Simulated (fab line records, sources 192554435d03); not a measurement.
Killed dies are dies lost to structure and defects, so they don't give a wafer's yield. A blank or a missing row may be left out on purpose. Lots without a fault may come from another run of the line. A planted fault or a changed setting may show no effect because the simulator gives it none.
Chamber matching | flow n5_finfet | N5_FIN_SAQP_SPACER2_ALD_28 on ald_sin-03: 4 sister chambers
The step deposits SiO2, target thk 8.1 nm, pulse time 1 s, purge time 2 s. 4 wafers are shown with their chamber, then 11 later ones without.

WAFERS WITH THEIR CHAMBER
wafer  | chamber | heater_power_w (W)
L081.2 | 2       | 530
L081.5 | 1       | 426
L082.5 | 3       | 457
L087.1 | 0       | 531

WAFERS WITHOUT THEIR CHAMBER
wafer  | heater_power_w (W)
L087.3 | 456
L087.5 | 520
L089.3 | 520
L089.4 | 428
L089.6 | 539
L094.2 | 422
L094.5 | 532
L094.6 | 455
L097.1 | 428
L097.2 | 457
L097.5 | 534

WHICH CHAMBER EACH WENT THROUGH
wafer  | from the rows above     | in truth
L087.3 | 3                       | 3
L087.5 | can't be placed: 2 or 0 | 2
L089.3 | can't be placed: 2 or 0 | 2
L089.4 | 1                       | 1
L089.6 | can't be placed: 0 or 2 | 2
L094.2 | 1                       | 1
L094.5 | can't be placed: 0 or 2 | 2
L094.6 | 3                       | 3
L097.1 | 1                       | 1
L097.2 | 3                       | 3
L097.5 | can't be placed: 0 or 2 | 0
Placed correctly: 6 of 11. Can't be placed from these rows: 5 (the true chamber is among the candidates in 5). Placed wrongly: 0.
How it was worked out, from the rows above alone: a wafer's distance from a chamber is the root of the sum, over the readings, of the square of ((its reading less the chamber's mean) divided by the reading's scatter). The wafer belongs to the nearest chamber; if the next one is less than 2 further off, it can't be placed. A chamber's mean is the mean of its shown wafers. The scatter: with one shown wafer a chamber, the root of the mean of the squares of how far each hidden wafer lies from its nearest shown one.
